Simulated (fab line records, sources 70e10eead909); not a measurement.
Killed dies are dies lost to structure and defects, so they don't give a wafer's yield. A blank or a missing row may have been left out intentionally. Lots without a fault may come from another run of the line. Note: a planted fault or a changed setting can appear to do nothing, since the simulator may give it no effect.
Which of the tools did it? + flow nand-harc + 22 lots with 66 wafers sampled at 6 steps, on a route of 1302 steps

## WHAT EACH GAUGE READ, for each wafer
Not one reading of a measure or inspect step in the record can be checked against a usual standard deviation.

## WHAT TOOL EACH LOT RAN ON (gives the tool, then ch and the chambers of the sampled wafers, and finally the start)
| lot  | NHARC_A_STAIRCASE_ETCH_170                    | NHARC_A_STAIRCASE_TRIM_14                     | NHARC_A_STAIRCASE_STRIP_175          | NHARC_A_STAIRCASE_DESCUM_186       | NHARC_A_STAIRCASE_TRIM_200         | NHARC_A_STAIRCASE_TRIM_202     |
|------|-----------------------------------------------|-----------------------------------------------|--------------------------------------|------------------------------------|------------------------------------|--------------------------------|
| L074 | rie-diel-13 ch 0,3, day 15 20:47 or earlier   | rie-diel-03 ch 0,1,2, day 15 20:47 or earlier | plasma-asher-01 ch 0,1, day 15 20:47 | rie-diel-11 ch 0,1,2, day 15 22:18 | rie-diel-13 ch 0,1,3, no start     | rie-diel-13 ch 1,2,3, no start |
| L075 | rie-diel-11 ch 0,1,2, day 15 21:03 or earlier | rie-diel-13 ch 1,2,3, day 15 21:03 or earlier | plasma-asher-02 ch 0,1, day 15 21:03 | rie-diel-11 ch 1,2,3, day 15 22:36 | rie-diel-13 ch 1,2,3, no start     | rie-diel-13 ch 1,2,3, no start |
| L076 | rie-diel-03 ch 1,2, day 16 11:38 or earlier   | rie-diel-03 ch 1,2, day 16 11:38 or earlier   | plasma-asher-01 ch 0,1, day 16 11:38 | rie-diel-13 ch 0,1, day 16 13:10   | rie-diel-03 ch 0,2, no start       | rie-diel-03 ch 0,1, no start   |
| L077 | rie-diel-03 ch 0,2, day 16 19:40 or earlier   | rie-diel-13 ch 1,2, day 16 19:40 or earlier   | plasma-asher-02 ch 0,1, day 16 19:40 | rie-diel-11 ch 1,3, day 16 21:11   | rie-diel-13 ch 0,2,3, day 16 22:53 | rie-diel-13 ch 1,2,3, no start |
| L079 | rie-diel-11 ch 1,2,3, day 17 11:46 or earlier | rie-diel-13 ch 1,2,3, day 17 11:46 or earlier | plasma-asher-01 ch 0,1, day 17 11:46 | rie-diel-11 ch 0,1,3, day 17 13:37 | rie-diel-11 ch 2,3, no start       | rie-diel-11 ch 0,2, no start   |
| L078 | rie-diel-11 ch 2,3, day 17 12:02 or earlier   | rie-diel-13 ch 0,1,3, day 17 12:02 or earlier | plasma-asher-01 ch 0,1, day 17 12:02 | rie-diel-11 ch 1,2, day 17 13:40   | rie-diel-11 ch 0,1,3, no start     | rie-diel-11 ch 1,2, no start   |
| L080 | rie-diel-13 ch 0,1,3, day 18 08:04 or earlier | rie-diel-11 ch 2,3, day 18 08:04 or earlier   | plasma-asher-01 ch 0,1, day 18 08:04 | rie-diel-03 ch 0,1, day 18 09:23   | rie-diel-03 ch 1,3, no start       | rie-diel-03 ch 0,1,3, no start |
| L081 | rie-diel-13 ch 0,3, day 18 08:25 or earlier   | rie-diel-03 ch 0,1,3, day 18 08:25 or earlier | plasma-asher-02 ch 0,1, day 18 08:25 | rie-diel-11 ch 0,1,3, day 18 09:54 | rie-diel-03 ch 0,1, no start       | rie-diel-03 ch 1,3, no start   |
| L082 | rie-diel-11 ch 1,2,3, day 19 15:11 or earlier | rie-diel-13 ch 0,1,3, day 19 15:11 or earlier | plasma-asher-01 ch 0,1, day 19 15:11 | rie-diel-11 ch 0,1,3, day 19 16:39 | rie-diel-03 ch 0,1, no start       | rie-diel-03 ch 0,1,3, no start |
| L083 | rie-diel-03 ch 0,1, day 19 10:53              | rie-diel-13 ch 0,1,2, day 19 15:41 or earlier | plasma-asher-02 ch 0,1, day 19 15:41 | rie-diel-03 ch 0,1, day 19 17:13   | rie-diel-11 ch 0,1,3, no start     | rie-diel-11 ch 0,2,3, no start |
| L085 | rie-diel-13 ch 0,3, day 20 00:50 or earlier   | rie-diel-13 ch 2,3, day 20 00:50 or earlier   | plasma-asher-02 ch 0,1, day 20 00:50 | rie-diel-11 ch 1,2, day 20 02:13   | rie-diel-11 ch 0,1, no start       | rie-diel-11 ch 0,2,3, no start |
| L084 | rie-diel-11 ch 0,2,3, day 20 01:07 or earlier | rie-diel-13 ch 1,2,3, day 20 01:07 or earlier | plasma-asher-02 ch 0,1, day 20 01:07 | rie-diel-13 ch 0,2,3, day 20 02:32 | rie-diel-13 ch 0,1,2, no start     | rie-diel-13 ch 1,2,3, no start |
| L086 | rie-diel-11 ch 1,2,3, day 21 02:09 or earlier | rie-diel-03 ch 0,1, day 21 02:09 or earlier   | plasma-asher-02 ch 0,1, day 21 02:09 | rie-diel-03 ch 1,3, day 21 03:46   | rie-diel-11 ch 0,1,3, no start     | rie-diel-11 ch 0,1,3, no start |
| L089 | rie-diel-13 ch 0,1,3, day 21 16:53 or earlier | rie-diel-11 ch 1,2,3, day 21 16:53 or earlier | plasma-asher-02 ch 0,1, day 21 16:53 | rie-diel-11 ch 1,2,3, day 21 18:28 | rie-diel-03 ch 0,3, no start       | rie-diel-03 ch 1,3, no start   |
| L088 | rie-diel-13 ch 0,1,3, day 21 17:13 or earlier | rie-diel-03 ch 0,1,3, day 21 17:13 or earlier | plasma-asher-02 ch 0,1, day 21 17:13 | rie-diel-13 ch 2,3, day 21 18:39   | rie-diel-03 ch 0,1,3, no start     | rie-diel-03 ch 0,1,2, no start |
| L091 | rie-diel-11 ch 1,2, day 23 03:56 or earlier   | rie-diel-13 ch 1,2, day 23 03:56 or earlier   | plasma-asher-01 ch 0,1, day 23 03:56 | rie-diel-11 ch 0,1,2, day 23 05:20 | rie-diel-03 ch 0,2,3, no start     | rie-diel-03 ch 0,1,3, no start |
| L092 | rie-diel-03 ch 2,3, day 23 09:29 or earlier   | rie-diel-03 ch 0,1,3, day 23 09:29 or earlier | plasma-asher-01 ch 0,1, day 23 09:29 | rie-diel-13 ch 2,3, day 23 10:58   | rie-diel-11 ch 0,1,2, no start     | rie-diel-11 ch 0,2,3, no start |
| L093 | rie-diel-03 ch 2,3, day 23 09:46 or earlier   | rie-diel-11 ch 0,2,3, day 23 09:46 or earlier | plasma-asher-02 ch 0, day 23 09:46   | rie-diel-13 ch 0,2, day 23 11:14   | rie-diel-03 ch 0,1,2, no start     | rie-diel-03 ch 0,2,3, no start |
| L094 | rie-diel-03 ch 1,2,3, day 23 22:32 or earlier | rie-diel-03 ch 2,3, day 23 22:32 or earlier   | plasma-asher-01 ch 0,1, day 23 22:32 | rie-diel-13 ch 0,2,3, day 23 23:52 | rie-diel-03 ch 2,3, no start       | rie-diel-03 ch 1,2,3, no start |
| L095 | rie-diel-03 ch 0,1, day 24 16:14 or earlier   | rie-diel-11 ch 1,2, day 24 16:14 or earlier   | plasma-asher-02 ch 0,1, day 24 16:14 | rie-diel-13 ch 1,2, day 24 17:47   | rie-diel-03 ch 2,3, no start       | rie-diel-03 ch 0,2,3, no start |
| L096 | rie-diel-11 ch 1,2,3, day 25 01:04 or earlier | rie-diel-11 ch 0,1,3, day 25 01:04 or earlier | plasma-asher-02 ch 0,1, day 25 01:04 | rie-diel-03 ch 0,2,3, day 25 02:31 | rie-diel-11 ch 0,1,2, no start     | rie-diel-11 ch 0,1,3, no start |
| L097 | rie-diel-13 ch 0,1,2, day 25 10:39 or earlier | rie-diel-03 ch 0,1, day 25 10:39 or earlier   | plasma-asher-01 ch 0, day 25 10:39   | rie-diel-11 ch 0,1,3, day 25 12:03 | rie-diel-11 ch 0,2, no start       | rie-diel-11 ch 0,1,2, no start |
- NHARC_A_STAIRCASE_ETCH_170: etches the open film in C4F6/O2, target depth 200 nm, time 66.667 s.
- NHARC_A_STAIRCASE_TRIM_14: chemistry O2, time 211.2 s.
- NHARC_A_STAIRCASE_STRIP_175: strips in O2.
- NHARC_A_STAIRCASE_DESCUM_186: chemistry O2, time 3 s.
- NHARC_A_STAIRCASE_TRIM_200: chemistry O2, time 211.2 s.
- NHARC_A_STAIRCASE_TRIM_202: chemistry O2, time 211.2 s.

## AS READ BY THE TOOLS THEMSELVES (means over the sampled wafers that have a number; for cases with no such wafer, the mark the record gives instead)
NHARC_A_STAIRCASE_ETCH_170.
| lot  | tool        | drypump-motor-current-A (A) | oes-product-au (a.u.) | rf-vpp-V (V) | showerhead-plenum-p-Torr (Torr) | throttle-valve-pct (%) |
|------|-------------|-----------------------------|-----------------------|--------------|---------------------------------|------------------------|
| L074 | rie-diel-13 | 5.7                         | 0.982                 | 551          | 4.10                            | 26.903                 |
| L075 | rie-diel-11 | 5.9                         | 0.974                 | 547          | 3.96                            | 26.907                 |
| L076 | rie-diel-03 | 5.5                         | 0.974                 | 546          | 3.86                            | 26.903                 |
| L077 | rie-diel-03 | 5.7                         | 0.967                 | 546          | 3.90                            | 26.895                 |
| L079 | rie-diel-11 | 5.9                         | 0.974                 | 548          | 3.96                            | 26.905                 |
| L078 | rie-diel-11 | 5.9                         | 0.963                 | 549          | 4.07                            | 26.910                 |
| L080 | rie-diel-13 | 5.5                         | 0.982                 | 548          | 3.96                            | 26.903                 |
| L081 | rie-diel-13 | 5.6                         | 0.974                 | 550          | 4.09                            | 26.907                 |
| L082 | rie-diel-11 | 5.9                         | 0.965                 | 547          | 3.95                            | 26.907                 |
| L083 | rie-diel-03 | 5.2                         | 0.987                 | 542          | 3.73                            | 26.903                 |
| L085 | rie-diel-13 | 6.1                         | 0.967                 | 548          | 3.95                            | 26.906                 |
| L084 | rie-diel-11 | 5.8                         | 0.978                 | 549          | 4.05                            | 26.900                 |
| L086 | rie-diel-11 | 5.9                         | 0.975                 | 547          | 3.95                            | 26.898                 |
| L089 | rie-diel-13 | 5.5                         | 0.989                 | 547          | 3.94                            | 26.895                 |
| L088 | rie-diel-13 | 5.5                         | 0.963                 | 546          | 3.94                            | 26.905                 |
| L091 | rie-diel-11 | 5.6                         | 0.983                 | 545          | 3.81                            | 26.904                 |
| L092 | rie-diel-03 | 5.8                         | 0.972                 | 547          | 3.96                            | 26.892                 |
| L093 | rie-diel-03 | 5.8                         | 0.963                 | 548          | 3.96                            | 26.898                 |
| L094 | rie-diel-03 | 5.5                         | 0.977                 | 546          | 3.86                            | 26.902                 |
| L095 | rie-diel-03 | 4.9                         | 0.986                 | 542          | 3.68                            | 26.901                 |
| L096 | rie-diel-11 | 5.9                         | 0.984                 | 546          | 3.93                            | 26.905                 |
| L097 | rie-diel-13 | 5.6                         | 0.968                 | 545          | 3.78                            | 26.904                 |

NHARC_A_STAIRCASE_TRIM_14.
| lot  | tool        | drypump-motor-current-A (A) | oes-product-au (a.u.) | rf-vpp-V (V) | showerhead-plenum-p-Torr (Torr) | throttle-valve-pct (%) |
|------|-------------|-----------------------------|-----------------------|--------------|---------------------------------|------------------------|
| L074 | rie-diel-03 | 5.3                         | 1.002                 | 57.6         | 3.42                            | 17.029                 |
| L075 | rie-diel-13 | 5.2                         | 0.999                 | 57.7         | 3.56                            | 17.036                 |
| L076 | rie-diel-03 | 5.1                         | 1.001                 | 57.6         | 3.38                            | 17.030                 |
| L077 | rie-diel-13 | 5.1                         | 0.982                 | 57.6         | 3.43                            | 17.043                 |
| L079 | rie-diel-13 | 5.2                         | 0.997                 | 57.6         | 3.55                            | 17.037                 |
| L078 | rie-diel-13 | 5.5                         | 1.011                 | 58.0         | 3.57                            | 17.046                 |
| L080 | rie-diel-11 | 5.9                         | 1.001                 | 59.0         | 3.66                            | 17.036                 |
| L081 | rie-diel-03 | 5.3                         | 1.011                 | 57.8         | 3.43                            | 17.037                 |
| L082 | rie-diel-13 | 5.5                         | 1.001                 | 58.8         | 3.55                            | 17.037                 |
| L083 | rie-diel-13 | 5.6                         | 1.002                 | 56.9         | 3.42                            | 17.038                 |
| L085 | rie-diel-13 | 5.5                         | 1.010                 | 57.9         | 3.52                            | 17.038                 |
| L084 | rie-diel-13 | 5.3                         | 0.997                 | 57.6         | 3.53                            | 17.044                 |
| L086 | rie-diel-03 | 5.2                         | 0.994                 | 57.6         | 3.35                            | 17.037                 |
| L089 | rie-diel-11 | 5.9                         | 0.992                 | 58.2         | 3.55                            | 17.041                 |
| L088 | rie-diel-03 | 5.3                         | 0.997                 | 56.8         | 3.42                            | 17.039                 |
| L091 | rie-diel-13 | 5.3                         | 1.000                 | 58.6         | 3.39                            | 17.036                 |
| L092 | rie-diel-03 | 5.3                         | 1.008                 | 57.4         | 3.41                            | 17.044                 |
| L093 | rie-diel-11 | 5.8                         | 0.997                 | 58.0         | 3.63                            | 17.028                 |
| L094 | rie-diel-03 | 5.9                         | 1.010                 | 58.4         | 3.57                            | 17.045                 |
| L095 | rie-diel-11 | 6.0                         | 0.990                 | 58.4         | 3.44                            | 17.024                 |
| L096 | rie-diel-11 | 6.2                         | 0.992                 | 58.7         | 3.65                            | 17.047                 |
| L097 | rie-diel-03 | 5.2                         | 0.995                 | 57.3         | 3.33                            | 17.033                 |

NHARC_A_STAIRCASE_STRIP_175.
| lot  | tool            | drypump-motor-current-A (A) | heater-power-w (W) |
|------|-----------------|-----------------------------|--------------------|
| L074 | plasma-asher-01 | 5.5                         | 325                |
| L075 | plasma-asher-02 | 6.1                         | 293                |
| L076 | plasma-asher-01 | 5.2                         | 323                |
| L077 | plasma-asher-02 | 6.0                         | 278                |
| L079 | plasma-asher-01 | 5.5                         | 327                |
| L078 | plasma-asher-01 | 5.1                         | 330                |
| L080 | plasma-asher-01 | 5.5                         | 328                |
| L081 | plasma-asher-02 | 6.0                         | 274                |
| L082 | plasma-asher-01 | 5.1                         | 327                |
| L083 | plasma-asher-02 | 6.0                         | 286                |
| L085 | plasma-asher-02 | 6.1                         | 306                |
| L084 | plasma-asher-02 | 6.1                         | 303                |
| L086 | plasma-asher-02 | 6.0                         | 278                |
| L089 | plasma-asher-02 | 6.1                         | 299                |
| L088 | plasma-asher-02 | 6.0                         | 283                |
| L091 | plasma-asher-01 | 5.2                         | 329                |
| L092 | plasma-asher-01 | 5.5                         | 326                |
| L093 | plasma-asher-02 | 5.9                         | 258                |
| L094 | plasma-asher-01 | 5.2                         | 326                |
| L095 | plasma-asher-02 | 6.1                         | 303                |
| L096 | plasma-asher-02 | 6.1                         | 305                |
| L097 | plasma-asher-01 | 4.8                         | 322                |

NHARC_A_STAIRCASE_DESCUM_186.
| lot  | tool        | drypump-motor-current-A (A) | oes-product-au (a.u.) | rf-vpp-V (V) | showerhead-plenum-p-Torr (Torr) | throttle-valve-pct (%) |
|------|-------------|-----------------------------|-----------------------|--------------|---------------------------------|------------------------|
| L074 | rie-diel-11 | 5.9                         | 1.008                 | 58.4         | 1.93                            | 11.309                 |
| L075 | rie-diel-11 | 5.9                         | 1.010                 | 57.4         | 1.94                            | 11.309                 |
| L076 | rie-diel-13 | 5.4                         | 0.994                 | 58.0         | 1.86                            | 11.309                 |
| L077 | rie-diel-11 | 6.3                         | 1.003                 | 57.8         | 1.95                            | 11.311                 |
| L079 | rie-diel-11 | 6.2                         | 1.004                 | 57.8         | 2.00                            | 11.309                 |
| L078 | rie-diel-11 | 5.6                         | 1.011                 | 57.5         | 1.86                            | 11.310                 |
| L080 | rie-diel-03 | 4.9                         | 1.004                 | 56.7         | 1.80                            | 11.317                 |
| L081 | rie-diel-11 | 6.2                         | 0.999                 | 57.5         | 2.00                            | 11.304                 |
| L082 | rie-diel-11 | 6.2                         | 0.989                 | 58.3         | 2.00                            | 11.305                 |
| L083 | rie-diel-03 | 4.9                         | 1.002                 | 56.4         | 1.79                            | 11.314                 |
| L085 | rie-diel-11 | 6.0                         | 1.005                 | 56.7         | 1.87                            | 11.318                 |
| L084 | rie-diel-13 | 5.8                         | 1.006                 | 58.5         | 1.92                            | 11.310                 |
| L086 | rie-diel-03 | 5.4                         | 1.003                 | 57.8         | 1.89                            | 11.312                 |
| L089 | rie-diel-11 | 5.9                         | 0.995                 | 57.6         | 1.92                            | 11.317                 |
| L088 | rie-diel-13 | 5.4                         | 0.998                 | 58.8         | 1.98                            | 11.310                 |
| L091 | rie-diel-11 | 5.9                         | 0.995                 | 57.9         | 1.91                            | 11.314                 |
| L092 | rie-diel-13 | 5.3                         | 1.006                 | 57.9         | 1.97                            | 11.307                 |
| L093 | rie-diel-13 | 5.9                         | 0.999                 | 57.4         | 1.83                            | 11.316                 |
| L094 | rie-diel-13 | 5.8                         | 1.000                 | 57.7         | 1.91                            | 11.317                 |
| L095 | rie-diel-13 | 5.1                         | 0.988                 | 57.7         | 1.83                            | 11.311                 |
| L096 | rie-diel-03 | 5.7                         | 0.994                 | 57.2         | 1.89                            | 11.316                 |
| L097 | rie-diel-11 | 6.2                         | 0.996                 | 58.0         | 1.98                            | 11.312                 |

NHARC_A_STAIRCASE_TRIM_200.
| lot  | tool        | drypump-motor-current-A (A) | oes-product-au (a.u.) | rf-vpp-V (V) | showerhead-plenum-p-Torr (Torr) | throttle-valve-pct (%) |
|------|-------------|-----------------------------|-----------------------|--------------|---------------------------------|------------------------|
| L074 | rie-diel-13 | 5.5                         | 0.999                 | 56.9         | 3.57                            | 17.034                 |
| L075 | rie-diel-13 | 5.3                         | 0.986                 | 57.8         | 3.56                            | 17.040                 |
| L076 | rie-diel-03 | 5.6                         | 1.002                 | 56.9         | 3.45                            | 17.037                 |
| L077 | rie-diel-13 | 5.8                         | 1.002                 | 58.1         | 3.56                            | 17.037                 |
| L079 | rie-diel-11 | 5.9                         | 1.002                 | 58.3         | 3.66                            | 17.031                 |
| L078 | rie-diel-11 | 6.2                         | 1.007                 | 58.0         | 3.67                            | 17.031                 |
| L080 | rie-diel-03 | 5.5                         | 1.014                 | 57.6         | 3.50                            | 17.030                 |
| L081 | rie-diel-03 | 5.2                         | 1.007                 | 57.2         | 3.36                            | 17.027                 |
| L082 | rie-diel-03 | 5.2                         | 1.005                 | 56.2         | 3.35                            | 17.029                 |
| L083 | rie-diel-11 | 6.2                         | 0.996                 | 58.1         | 3.67                            | 17.034                 |
| L085 | rie-diel-11 | 6.2                         | 0.996                 | 58.0         | 3.57                            | 17.038                 |
| L084 | rie-diel-13 | 5.6                         | 0.998                 | 57.2         | 3.42                            | 17.047                 |
| L086 | rie-diel-11 | 6.2                         | 0.994                 | 58.9         | 3.66                            | 17.038                 |
| L089 | rie-diel-03 | 5.8                         | 1.011                 | 58.8         | 3.52                            | 17.034                 |
| L088 | rie-diel-03 | 5.3                         | 0.997                 | 58.0         | 3.42                            | 17.032                 |
| L091 | rie-diel-03 | 5.7                         | 1.006                 | 56.7         | 3.50                            | 17.046                 |
| L092 | rie-diel-11 | 5.9                         | 1.000                 | 57.2         | 3.53                            | 17.044                 |
| L093 | rie-diel-03 | 5.3                         | 0.991                 | 58.1         | 3.40                            | 17.034                 |
| L094 | rie-diel-03 | 5.9                         | 1.017                 | 57.8         | 3.57                            | 17.034                 |
| L095 | rie-diel-03 | 5.8                         | 0.987                 | 58.1         | 3.56                            | 17.045                 |
| L096 | rie-diel-11 | 5.9                         | 1.006                 | 57.1         | 3.52                            | 17.038                 |
| L097 | rie-diel-11 | 5.5                         | 1.011                 | 57.5         | 3.49                            | 17.037                 |

NHARC_A_STAIRCASE_TRIM_202.
| lot  | tool        | drypump-motor-current-A (A) | oes-product-au (a.u.) | rf-vpp-V (V) | showerhead-plenum-p-Torr (Torr) | throttle-valve-pct (%) |
|------|-------------|-----------------------------|-----------------------|--------------|---------------------------------|------------------------|
| L074 | rie-diel-13 | 5.2                         | 0.991                 | 57.5         | 3.56                            | 17.033                 |
| L075 | rie-diel-13 | 5.2                         | 0.987                 | 58.3         | 3.56                            | 17.041                 |
| L076 | rie-diel-03 | 5.2                         | 1.006                 | 56.4         | 3.36                            | 17.037                 |
| L077 | rie-diel-13 | 5.2                         | 0.992                 | 56.9         | 3.55                            | 17.037                 |
| L079 | rie-diel-11 | 5.5                         | 1.010                 | 58.8         | 3.52                            | 17.044                 |
| L078 | rie-diel-11 | 6.0                         | 1.001                 | 58.2         | 3.46                            | 17.039                 |
| L080 | rie-diel-03 | 5.3                         | 1.012                 | 57.7         | 3.43                            | 17.030                 |
| L081 | rie-diel-03 | 5.5                         | 1.011                 | 58.1         | 3.50                            | 17.036                 |
| L082 | rie-diel-03 | 5.3                         | 1.003                 | 58.3         | 3.42                            | 17.038                 |
| L083 | rie-diel-11 | 5.8                         | 0.998                 | 58.9         | 3.64                            | 17.041                 |
| L085 | rie-diel-11 | 5.8                         | 1.001                 | 58.2         | 3.64                            | 17.030                 |
| L084 | rie-diel-13 | 5.2                         | 0.999                 | 57.0         | 3.53                            | 17.040                 |
| L086 | rie-diel-11 | 6.2                         | 1.001                 | 57.2         | 3.66                            | 17.043                 |
| L089 | rie-diel-03 | 5.1                         | 1.004                 | 57.4         | 3.38                            | 17.031                 |
| L088 | rie-diel-03 | 5.3                         | 0.997                 | 57.5         | 3.41                            | 17.027                 |
| L091 | rie-diel-03 | 5.3                         | 1.008                 | 56.7         | 3.41                            | 17.039                 |
| L092 | rie-diel-11 | 5.8                         | 0.999                 | 58.1         | 3.62                            | 17.039                 |
| L093 | rie-diel-03 | 5.7                         | 1.006                 | 57.7         | 3.50                            | 17.033                 |
| L094 | rie-diel-03 | 5.5                         | 0.999                 | 57.3         | 3.47                            | 17.037                 |
| L095 | rie-diel-03 | 5.7                         | 0.997                 | 58.2         | 3.50                            | 17.039                 |
| L096 | rie-diel-11 | 6.2                         | 0.998                 | 57.0         | 3.64                            | 17.047                 |
| L097 | rie-diel-11 | 5.9                         | 0.998                 | 57.9         | 3.52                            | 17.037                 |

## THE ANSWER, worked out from the rows above alone
Rule: usual is defined by the lots themselves. The widest of any qualifying gaps counts: lots, ordered by their means at a reading, are off when they make up no more than a third of the lots, leave a main group of 4 or more, and stand apart from it by 3 or more times the standard deviation of that group's means. The tables above print the reading to a certain number of digits; a main group whose means all agree to those digits is not used. Also off: a lot with no number at a reading for which 4 or more lots have one. The other lots that the step has rows for count as sound. After the gauges, taken in route order, come the tools' own readings; for these a lot's mean is taken, as printed above. At the first step where some lot is off, the reading lying furthest off is the one used; lots without a number count as furthest.
Across all readings shown, no lot is off: no conclusion can be drawn from this.

## WHAT WAS PUT IN BY THE SIMULATOR
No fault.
